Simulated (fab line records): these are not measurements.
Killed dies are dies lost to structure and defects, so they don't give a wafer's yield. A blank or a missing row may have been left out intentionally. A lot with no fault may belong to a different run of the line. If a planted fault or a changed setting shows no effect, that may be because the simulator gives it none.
What tool caused it? ; flow n5_finfet ; 24 wafers from 8 lots sampled at 7 of the route's 1938 steps

WHAT THE GAUGES SHOWED, per wafer
N5_MOL_CONTACT_COAG_THK_MEAS_29. Usual: MD_CAP_THK gives 17.93 nm (standard deviation 0.093).
lot;measured;on;MD_CAP_THK (nm);flag
L780;day 5 16:30;film_metro-01;17.89 18.08 17.94;
L785;day 6 18:08;film_metro-01;17.88 17.86 17.88;
L787;day 7 08:47;film_metro-02;18.00 17.99 17.84;
L788;day 7 18:38;film_metro-02;18.16 17.96 18.00;
L789;day 7 23:26;film_metro-02;17.82 17.88 17.82;
L793;day 9 00:16;film_metro-01;18.68 18.76 18.81;OFF
L794;day 9 04:39;film_metro-02;18.66 18.79 18.70;OFF
L801;day 10 21:46;film_metro-02;17.92 17.98 18.07;

N5_BEOL_M4_RC_MEAS_101. Usual: DIBL_N 35.8 mV/V, standard deviation 1.6; DIBL_P 36.0 mV/V, standard deviation 2.1; IOFF_N 0.153 nA/um, standard deviation 0.026; IOFF_P 0.21 nA/um, standard deviation 0.037; ION_N 673 uA/um, standard deviation 11; ION_P 462 uA/um, standard deviation 7.6; SS_N 71.4 mV/dec, standard deviation 0.53; SS_P 73.2 mV/dec, standard deviation 0.67; VT_N 250 mV, standard deviation 3.2; VT_P -250 mV, standard deviation 3.7.
lot;measured;on;DIBL_N (mV/V);DIBL_P (mV/V);IOFF_N (nA/um);IOFF_P (nA/um);ION_N (uA/um);ION_P (uA/um);SS_N (mV/dec);SS_P (mV/dec);VT_N (mV);VT_P (mV);flag
L780;day 8 23:57;prober-01;36.7 37.7 35.7;38.9 40.2 37.7;0.176 0.201 0.146;0.28 0.32 0.26;693 682 673;472 477 470;71.4 72.1 71.0;74.1 74.1 73.2;250 246 252;-243 -240 -244;
L785;day 9 15:46;prober-01;33.7 33.4 31.5;33.4 32.9 30.3;0.121 0.111 0.091;0.17 0.15 0.13;658 653 647;458 450 445;70.6 70.4 70.2;72.8 72.2 72.0;253 254 256;-255 -253 -257;
L787;day 10 08:57;prober-01;35.2 35.3 36.4;35.2 35.7 37.6;0.136 0.153 0.168;0.18 0.20 0.22;671 688 688;462 468 469;71.4 70.8 71.9;73.4 72.8 72.6;250 249 246;-252 -249 -248;
L788;day 11 00:27;prober-01;36.1 35.8 35.7;38.3 37.3 36.3;0.179 0.177 0.165;0.27 0.27 0.23;676 675 670;469 474 467;71.6 71.6 71.9;74.0 74.0 72.8;250 247 248;-243 -244 -248;
L789;day 11 05:25;prober-01;35.2 37.1 36.0;36.0 39.2 37.5;0.160 0.186 0.160;0.18 0.24 0.22;670 670 675;455 452 460;71.9 71.4 71.9;73.3 74.0 73.7;251 246 249;-252 -250 -251;
L793;day 12 04:37;prober-01;35.8 36.1 36.9;36.5 37.6 37.6;0.149 0.159 0.176;0.22 0.25 0.23;669 666 691;465 470 473;71.6 71.6 72.4;73.4 73.5 73.8;252 251 251;-251 -246 -249;
L794;day 12 05:17;prober-02;35.6 37.7 36.3;34.1 36.3 34.5;0.139 0.164 0.134;0.19 0.22 0.19;669 667 669;461 461 459;71.6 71.1 71.4;73.0 73.8 73.2;252 252 251;-252 -251 -249;
L801;day 13 18:08;prober-01;38.3 34.6 35.0;36.3 32.5 33.8;0.182 0.124 0.136;0.21 0.17 0.18;675 668 665;454 456 461;71.5 71.3 71.1;73.9 72.6 73.1;248 254 249;-251 -253 -253;

WHAT TOOL EACH LOT RAN ON (gives the tool, then ch and the chambers of the sampled wafers, and finally the start)
lot;N5_MOL_CONTACT_COAG_ETCH_59;N5_MOL_CONTACT_COAG_ALD_20;N5_MOL_CONTACT_COAG_SPUTTER_130;N5_MOL_CONTACT_COAG_CMP_23;N5_MOL_CONTACT_COAG_ETCH_47
L780;rie_diel-05 ch 0,2,3, day 5 06:09;ald_metal-03 ch 0,3, day 5 07:08;pvd_sputter-01, day 5 13:38;cmp-02 ch 0,3, day 5 13:49;rie_diel-01 ch 0,1, day 5 18:36
L785;rie_diel-06 ch 1,2, day 6 09:11;ald_metal-01 ch 2,3, day 6 11:23;pvd_sputter-03, day 6 15:16;cmp-02 ch 0,1,2, day 6 15:27;rie_diel-05 ch 0,1,2, day 6 20:34
L787;rie_diel-01 ch 0,2,3, day 6 23:20;ald_metal-02 ch 1,2, day 7 02:13;pvd_sputter-01, day 7 05:52;cmp-03 ch 0,2, day 7 06:05;rie_diel-05 ch 1,2, day 7 10:46
L788;rie_diel-05 ch 1,2, day 7 08:49;ald_metal-03 ch 0,1,2, day 7 10:09;pvd_sputter-02, day 7 15:15;cmp-03 ch 0,2,3, day 7 15:33;rie_diel-05 ch 0,1,2, day 7 20:32
L789;rie_diel-06 ch 0,1,3, day 7 11:38;ald_metal-02 ch 0,2,3, day 7 14:57;pvd_sputter-01, day 7 19:45;cmp-02 ch 1,2,3, day 7 19:57;rie_diel-01 ch 0,1,3, day 8 01:10
L793;rie_diel-01 ch 0,1,3, day 8 13:01;ald_metal-02 ch 0,1,2, day 8 14:10;pvd_sputter-02, day 8 20:05;cmp-02 ch 1,2,3, day 8 20:19;rie_diel-06 ch 1,2,3, day 9 02:19
L794;rie_diel-06 ch 0,3, day 8 20:24;ald_metal-02 ch 1,2, day 8 21:21;pvd_sputter-01, day 9 01:47;cmp-02 ch 0,1,2, day 9 02:05;rie_diel-05 ch 0,3, day 9 07:16
L801;rie_diel-06 ch 0,1,2, day 10 13:10;ald_metal-01 ch 1,2,3, day 10 14:10;pvd_sputter-01, day 10 18:54;cmp-04 ch 1,2, day 10 19:08;rie_diel-05 ch 0,1,2, day 11 00:20
- N5_MOL_CONTACT_COAG_ETCH_59: etches underlayer in N2/H2, target depth 13 nm, time 10.4 s.
- N5_MOL_CONTACT_COAG_ALD_20: deposits TiN, target thk 1.5 nm, pulse time 1 s, purge time 3 s.
- N5_MOL_CONTACT_COAG_SPUTTER_130: material Co, target thk 47.5 nm.
- N5_MOL_CONTACT_COAG_CMP_23: polishes, stops on SiO2, t overpolish 1.5 s, target thk 0 nm.
- N5_MOL_CONTACT_COAG_ETCH_47: etches SiNx in CH3F/O2, stops on W, target depth 27 nm.

AS READ BY THE TOOLS THEMSELVES (means over the sampled wafers that have a number; for cases with no such wafer, the mark the record gives instead)
N5_MOL_CONTACT_COAG_ETCH_59. Usual: drypump_motor_current_A 5.6 A, standard deviation 0.55; etch_rf_on_time_s 10.39 s, standard deviation 0.15; oes_product_au 0.66 a.u., standard deviation 0.058; rf_vpp_V 525.0 V, standard deviation 2.2; showerhead_plenum_p_Torr 2.58 Torr, standard deviation 0.076; throttle_valve_pct 17.87 %, standard deviation 0.21.
lot;tool;drypump_motor_current_A (A);etch_rf_on_time_s (s);oes_product_au (a.u.);rf_vpp_V (V);showerhead_plenum_p_Torr (Torr);throttle_valve_pct (%);flag
L780;rie_diel-05;5.8;10.29;0.66;525.3;2.62;17.81;
L785;rie_diel-06;5.7;10.52;0.63;524.9;2.56;17.68;
L787;rie_diel-01;5.5;10.34;0.66;524.1;2.57;17.97;
L788;rie_diel-05;5.6;10.37;0.66;527.9;2.66;18.03;
L789;rie_diel-06;5.3;10.36;0.67;524.1;2.52;17.80;
L793;rie_diel-01;5.4;10.26;0.71;523.3;2.52;17.87;
L794;rie_diel-06;5.2;10.30;0.69;523.1;2.50;17.89;
L801;rie_diel-06;5.6;10.47;0.64;525.1;2.54;17.79;

N5_MOL_CONTACT_COAG_ALD_20. Usual: heater_power_w 908 W, standard deviation 88; precursor_pulse_height_rel 0.999, standard deviation 0.02.
lot;tool;heater_power_w (W);precursor_pulse_height_rel;flag
L780;ald_metal-03;814;1.001;
L785;ald_metal-01;973;1.006;
L787;ald_metal-02;902;0.984;
L788;ald_metal-03;870;1.002;
L789;ald_metal-02;953;1.004;
L793;ald_metal-02;916;1.011;
L794;ald_metal-02;892;0.984;
L801;ald_metal-01;908;0.988;

N5_MOL_CONTACT_COAG_SPUTTER_130. Usual: throttle_valve_pct 29.9 %, standard deviation 1.2.
lot;tool;throttle_valve_pct (%);flag
L780;pvd_sputter-01;29.0;
L785;pvd_sputter-03;29.3;
L787;pvd_sputter-01;29.2;
L788;pvd_sputter-02;30.8;
L789;pvd_sputter-01;29.1;
L793;pvd_sputter-02;30.9;
L794;pvd_sputter-01;29.9;
L801;pvd_sputter-01;29.2;

N5_MOL_CONTACT_COAG_CMP_23. Usual: head_pressure_psi 2.000 psi, standard deviation 0.0045; motor_current_A 7.8 A, standard deviation 0.69; overpolish_run_s 1.500 s, standard deviation 0.0095; pad_life_wafers 1155, standard deviation 530; time_to_endpoint_s 9.6 s, standard deviation 2.5.
lot;tool;head_pressure_psi (psi);motor_current_A (A);overpolish_run_s (s);pad_life_wafers;time_to_endpoint_s (s);flag
L780;cmp-02;2.001;7.9;1.491;414;13.2;
L785;cmp-02;1.999;7.8;1.507;620;12.0;
L787;cmp-03;2.005;8.3;1.502;1460;9.4;
L788;cmp-03;1.999;8.3;1.508;1539;7.4;
L789;cmp-02;2.000;8.2;1.494;841;10.3;
L793;cmp-02;1.312;6.6;1.505;1034;14.6;OFF
L794;cmp-02;1.319;6.4;1.500;1071;15.3;OFF
L801;cmp-04;2.000;6.8;1.509;770;8.3;

N5_MOL_CONTACT_COAG_ETCH_47. Usual: drypump_motor_current_A 5.6 A, standard deviation 0.53; etch_rf_on_time_s 31.2 s, standard deviation 0.4; oes_product_au 0.69 a.u., standard deviation 0.068; rf_vpp_V 301 V, standard deviation 4.6; showerhead_plenum_p_Torr 2.03 Torr, standard deviation 0.059; throttle_valve_pct 16.44 %, standard deviation 0.23.
lot;tool;drypump_motor_current_A (A);etch_rf_on_time_s (s);oes_product_au (a.u.);rf_vpp_V (V);showerhead_plenum_p_Torr (Torr);throttle_valve_pct (%);flag
L780;rie_diel-01;5.4;31.4;0.72;303;1.96;16.42;
L785;rie_diel-05;5.8;31.1;0.66;304;2.06;16.51;
L787;rie_diel-05;5.3;31.4;0.65;307;2.09;16.62;
L788;rie_diel-05;5.8;31.4;0.65;304;2.05;16.52;
L789;rie_diel-01;5.4;30.8;0.76;302;1.99;16.45;
L793;rie_diel-06;5.9;32.9;0.65;298;2.02;16.48;OFF
L794;rie_diel-05;6.0;32.6;0.70;297;2.07;16.14;OFF
L801;rie_diel-05;5.8;31.3;0.73;304;2.05;16.43;

THE ANSWER, worked out from the rows above alone
Rule: a lot counts as off when the mean over its wafers that have a number is more than 3 standard deviations away from the usual mean. Also off: a lot with no number at a reading for which 4 or more lots have one. Any other lot the step has rows for is counted as sound. First the gauges in route order, then the tools' own readings, where a lot's mean is used as printed above. At the first step where some lot is off, the reading lying furthest off is the one used; lots without a number count as furthest.
Off: L793, L794, at N5_MOL_CONTACT_COAG_THK_MEAS_29 (MD_CAP_THK).
A tool fits if, at a process step before that reading, it ran every lot that is off, and no sound lot after the first of them. Not tried: the gauges at N5_MOL_CONTACT_COAG_THK_MEAS_29; whatever is off there is also off at N5_MOL_CONTACT_COAG_CMP_23, on other tools, and gauge error can't account for it. Can't be told from this: 2 tools fit, ald_metal-02 at N5_MOL_CONTACT_COAG_ALD_20, cmp-02 at N5_MOL_CONTACT_COAG_CMP_23.

WHAT HAD BEEN PUT IN BY THE SIMULATOR
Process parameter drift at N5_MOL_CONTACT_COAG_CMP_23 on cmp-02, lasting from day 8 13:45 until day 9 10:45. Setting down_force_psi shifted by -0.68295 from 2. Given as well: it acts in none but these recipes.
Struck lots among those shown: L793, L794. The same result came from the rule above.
